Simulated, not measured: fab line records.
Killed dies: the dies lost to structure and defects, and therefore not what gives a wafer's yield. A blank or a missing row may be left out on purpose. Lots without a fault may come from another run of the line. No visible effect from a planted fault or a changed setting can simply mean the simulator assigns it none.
Comparing a struck lot with a sound one | flow nand-harc | 26 steps out of a route of 1302
Sound: these wafers, L226.1, L226.3, L226.4. Struck: wafer L236.1 (L236.2, L236.6, from the same lot, were not struck and are left out); the cause is given at the end.
Order at every step that has rows: each side's tool, ch and its chambers, its first start. Under that, the readings that differ: sound wafers | struck wafers | difference of the means | sigmas: that difference in standard deviations of wafers without a fault.
alike: readings whose means differ by less than 2 such deviations, and words and numbers that are the same on both sides. not compared: withheld readings, readings that some wafer has no value for, bounds like >300 that may hide the same value, and numbers for which the record gives no deviation and whose values overlap.
A row with sigmas, a row that says differs or no value, or rows on one side alone: a step with any of these is where the two part. Numbers that don't overlap but have no deviation are shown without sigmas and don't part them. Lack of a reading on every wafer of one side parts them only where that side has two or more wafers.

first, 1 step without rows for these wafers: NHARC_P_M1_PRE_CLEAN_30 (time 30 s).
NHARC_P_M1_PVD_20: deposits TaN, target thk 5 nm, time 8.06 s.
  sound on pvd-sputter-01; struck on pvd-sputter-01
  alike: throttle-valve-pct
NHARC_P_M1_PVD_21: deposits Cu, target thk 30 nm, time 20.49 s.
  sound on pvd-sputter-01; struck on pvd-sputter-01
  alike: throttle-valve-pct
then, 3 steps without rows for these wafers: NHARC_P_M1_ECD_22 (material Cu, target thk 400 nm); NHARC_P_M1_ANNEAL_31 (time 90 s); NHARC_P_M1_CMP_23 (polishes, t overpolish 20 s, target thk 157.82 nm).
NHARC_P_M1_THK_MEAS_24: measures by xrf.
  struck on film-metro-02, day 13 20:02; sound on film-metro-01, day 9 18:24
  alike: thk-nm
then, 1 step without rows for these wafers: NHARC_P_M1_SRD_25.
NHARC_P_M1_INSPECT_27:
  struck on defect-inspect-01, day 13 20:11; sound on defect-inspect-01, day 9 18:34
  alike: raw-defect-count
NHARC_P_M1_PRE_CLEAN_32: time 12 s.
  sound on pecvd-04 ch 0,1, day 9 18:38; struck on pecvd-04 ch 1, day 13 20:16
  alike: heater-power-w
NHARC_P_M1_DEP_33: deposits SiCN, target thk 30 nm.
  sound on pecvd-04 ch 0,1, day 9 18:43; struck on pecvd-04 ch 1, day 13 20:20
  alike: heater-power-w
NHARC_P_M2_DEP_00: deposits SiOC, target thk 182.5 nm.
  sound on pecvd-01 ch 1,2, day 9 19:07; struck on pecvd-03 ch 0,1,2, day 13 20:47
then, 9 steps without rows for these wafers: NHARC_P_M2_DEHYDRATE_01 (time 120 s); NHARC_P_M2_HMDS_02 (time 30 s); NHARC_P_M2_COAT_34 (time 65 s); NHARC_P_M2_COAT_03 (resist thk 90 nm); NHARC_P_M2_SOFTBAKE_04 (time 55 s); NHARC_P_M2_EBR_05; NHARC_P_M2_EXPOSE_06 (exposes mask P M2, target cd 170 nm); NHARC_P_M2_PEB_07 (peb time 65 s); NHARC_P_M2_DEVELOP_08 (develop time 35 s).
NHARC_P_M2_CD_MEAS_09: target cd 170 nm.
  sound on cd-sem-02 ch 0, day 9 19:58; struck on cd-sem-01 ch 0, day 13 21:35
  alike: cd-nm
NHARC_P_M2_OVL_MEAS_10: pitch 340 nm.
  struck on overlay-02, day 13 21:40; sound on overlay-01, day 9 20:03
  alike: overlay-x-nm, overlay-y-nm
NHARC_P_M2_INSPECT_11:
  struck on defect-inspect-01, day 13 21:42; sound on defect-inspect-01, day 9 20:05
  reading          | sound | struck | difference | sigmas
  raw-defect-count | 8 3 6 | 308    | +302       | +99 or more
NHARC_P_M2_DESCUM_14: chemistry O2, time 3 s.
  sound on rie-diel-03 ch 1,2,3, day 9 20:09; struck on rie-diel-03 ch 2, day 13 21:46
  reading                | sound             | struck | difference | sigmas
  oes-product-au (a.u.)  | 1.004 1.003 1.007 | 1.027  | +0.022     | +3
  rf-hours-counter-h (h) | 4.6 5.6 5.4       | 1.4    | -3.8       |
  alike: drypump-motor-current-A, mfc-ar-sccm, rf-vpp-V, showerhead-plenum-p-Torr, throttle-valve-pct
-- jump in the record: it breaks off in module P_M2 and resumes in module END (first step shown: number 1302 of the route), and 18 days separate the struck wafers' starts before and after --
NHARC_END_SORT_01:
  only the struck wafers appear in the record here, on prober-02 ch 0 at day 32 03:20; the sound ones have no rows

## WHERE THEY PART
Earliest at NHARC_P_M2_INSPECT_11; latest, in this record, at NHARC_END_SORT_01.

WHY: the cause the simulator had injected
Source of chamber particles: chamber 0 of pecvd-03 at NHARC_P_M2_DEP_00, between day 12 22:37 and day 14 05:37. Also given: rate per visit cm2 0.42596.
